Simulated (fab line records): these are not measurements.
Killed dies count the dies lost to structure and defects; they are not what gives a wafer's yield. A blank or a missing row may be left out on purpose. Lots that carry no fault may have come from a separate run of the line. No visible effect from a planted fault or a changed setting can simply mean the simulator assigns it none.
A lot that was struck, set against a sound lot ; flow n5-finfet ; 21 out of 1938 route steps
Sound: wafers L407.2, L407.5, L407.6. Struck: wafers L416.3, L416.5, L416.6. The cause is given at the end.
For every step that has rows: the tool of each side, followed by ch and its chambers, followed by its first start. Under that, the readings that differ: sound wafers ; struck wafers ; difference of the means ; sigmas: that difference in standard deviations of wafers without a fault.
alike: readings with means less than 2 such deviations apart, plus words and numbers identical on both sides. not compared: withheld readings, readings lacking a value on some wafer, bounds such as >300 that could conceal the same value, and numbers that have no deviation in the record and whose values overlap.
The two part at a step that has a row with sigmas, a row that says differs or no value, or rows on one side only. When numbers do not overlap yet have no deviation, they are printed without sigmas and do not part them. A reading that every wafer of one side lacks parts them only if that side has two wafers or more.

first, 9 steps without rows for these wafers: N5_BEOL_M5_PRE_CLEAN_77 (time 15 s); N5_BEOL_M5_CO_CAP_78 (material Co, precursor CCTBA/H2, target thk 2 nm, time 102.1 s); N5_BEOL_M5_PRE_CLEAN_55 (time 15 s); N5_BEOL_M5_DEP_56 (deposits SiCN from 3MS/NH3, target thk 8 nm, time 14 s); N5_BEOL_M6_ILD_DEP_00 (deposits SiCOH lowk from DEMS/porogen, target thk 179.75 nm, time 33.4 s); N5_BEOL_M6_CURE_74 (cures SiCOH lowk, time 240 s); N5_BEOL_M6_PECVD_70 (deposits SiO2 from TEOS/O2, target thk 20 nm, time 22.7 s); N5_BEOL_M6_HM_DEP_02 (deposits TiN, target thk 20 nm); N5_BEOL_M6_COAT_59 (time 60 s, resist thk 100 nm).
N5_BEOL_M6_COAT_60: time 60 s, resist thk 35 nm.
  sound on litho-track-05 ch 0, day 10 03:47; struck on litho-track-05 ch 0, day 12 05:49
reading;sound;struck;difference;sigmas
spin-speed-rpm (rpm);1500.4 1500.3 1500.8;1401.4 1401.3 1399.1;-99.9;-99 or more
model.SiARC_of_BEOL_M6_COAT_60.thk-nm (nm);35 35 35;36.2 36.2 36.2;+1.2;
  alike: chill-plate-temp-C
then, 7 steps without rows for these wafers: N5_BEOL_M6_COAT_05 (resist thk 90 nm); N5_BEOL_M6_EBR_07; N5_BEOL_M6_SOFTBAKE_06 (time 60 s); N5_BEOL_M6_EXPOSE_08 (exposes mask M6); N5_BEOL_M6_PEB_09 (peb time 60 s); N5_BEOL_M6_DEVELOP_10 (develop time 30 s); N5_BEOL_M6_DESCUM_16 (chemistry O2, time 7.9 s).
N5_BEOL_M6_ETCH_61: etches SiARC in CF4, target depth 45.5 nm, time 75.8 s.
  sound on rie-diel-06 ch 0,1,2, day 10 04:22; struck on rie-diel-01 ch 0,1, day 12 06:18
reading;sound;struck;difference;sigmas
drypump-motor-current-A (A);5.2 6.1 5.5;6.7 6.4 6.7;+1.0;+2
model.etch.depth-nm (nm);35.06 35.06 35.05;36.18 36.14 36.18;+1.11;
model.CAR-ArF_of_BEOL_M6_COAT_05.thk-nm (nm);50.8 50.8 50.8;49.8 49.8 49.6;-1.1;
  alike: etch-rf-on-time-s, oes-product-au, rf-vpp-V, showerhead-plenum-p-Torr, throttle-valve-pct
  not compared: rf-hours-counter-h
N5_BEOL_M6_ETCH_62: etches SOC in N2/H2, target depth 110 nm, overetch 22 nm, time 165 s.
  sound on rie-diel-06 ch 0,1,2, day 10 04:25; struck on rie-diel-01 ch 0,1, day 12 06:22
reading;sound;struck;difference;sigmas
drypump-motor-current-A (A);5.2 6.1 5.6;6.7 6.4 6.7;+1.0;+2
model.SiARC_of_BEOL_M6_COAT_60.thk-nm (nm);28.4 28.2 28.2;29.4 29.4 29.4;+1.1;
  alike: oes-product-au, rf-vpp-V, showerhead-plenum-p-Torr, throttle-valve-pct
  not compared: rf-hours-counter-h
then, 1 step without rows for these wafers: N5_BEOL_M6_STRIP_68 (strips in N2/H2).
-- here the record skips 4 days between the struck wafers' starts before and after, leaving off in module BEOL_M6 and picking up in module PASSIVATION (first step shown: number 1936 of the route) --
N5_PASSIVATION_PROBE_49:
  struck on prober-02, day 16 06:32; sound on prober-02, day 13 16:35
  alike: defect-limited-yield, killed_at_M0_to_M3, killed_at_M4_up, killed-at-contacts, killed-at-front-end, killed-at-other, killed-dies, killed-on-rim, killed-open, killed-short, sort_bin_5_function, sort_bin_6_memory, sort_bin_8_speed, sort-n-pass, sort-yield-pct

== WHERE THEY PART ==
At N5_BEOL_M6_COAT_60 first; at N5_BEOL_M6_ETCH_62 last (within this record only). Later steps at which nothing parts them and some readings are alike: N5_PASSIVATION_PROBE_49.

WHY: whatever the simulator had introduced
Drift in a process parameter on litho-track-05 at N5_BEOL_M6_COAT_60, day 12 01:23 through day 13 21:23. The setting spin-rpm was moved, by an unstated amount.
